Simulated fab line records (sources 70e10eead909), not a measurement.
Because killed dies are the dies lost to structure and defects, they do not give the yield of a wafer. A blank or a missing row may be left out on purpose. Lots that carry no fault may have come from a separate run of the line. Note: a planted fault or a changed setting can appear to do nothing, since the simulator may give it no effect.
Matching of chambers    flow nand_harc    NHARC_A_M1_DEP_33 on pecvd-03 has 3 sister chambers
The step deposits SiCN, target thk 30 nm. 3 wafers are shown with their chamber, then 11 later ones without.

EACH WAFER AND ITS CHAMBER
wafer   chamber  showerhead_vpp_V (V)
L080.5  2        1289
L085.1  0        1282
L090.1  1        1296

WAFERS WITH NO CHAMBER GIVEN
wafer   showerhead_vpp_V (V)
L090.2  1290
L090.3  1292
L087.1  1335
L087.2  1295
L087.3  1326
L096.1  1319
L096.4  1328
L096.6  1291
L097.1  1311
L097.2  1297
L097.5  1300

WHICH CHAMBER EACH WENT THROUGH
wafer   from the rows above           in truth
L090.2  can't be placed: 2 or 1 or 0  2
L090.3  can't be placed: 2 or 1 or 0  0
L087.1  can't be placed: 1 or 2 or 0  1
L087.2  can't be placed: 1 or 2 or 0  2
L087.3  can't be placed: 1 or 2 or 0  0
L096.1  can't be placed: 1 or 2 or 0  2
L096.4  can't be placed: 1 or 2 or 0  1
L096.6  can't be placed: 2 or 1 or 0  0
L097.1  can't be placed: 1 or 2 or 0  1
L097.2  can't be placed: 1 or 2 or 0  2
L097.5  can't be placed: 1 or 2 or 0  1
Placed correctly: 0 of 11. Can't be placed from these rows: 11 (the true chamber is among the candidates in 11). Number placed wrongly: 0.
How it was worked out, from the rows above alone: a wafer's distance from a chamber is the root of the sum, over the readings, of the square of ((its reading less the chamber's mean) divided by the reading's scatter). If the next closest chamber is less than 2 further off than the closest, the wafer can't be placed; otherwise it belongs to the closest. For every chamber, the mean is computed from those of its wafers that are shown. The scatter: root of mean squared gap, hidden wafer to nearest shown wafer, with one shown wafer a chamber.
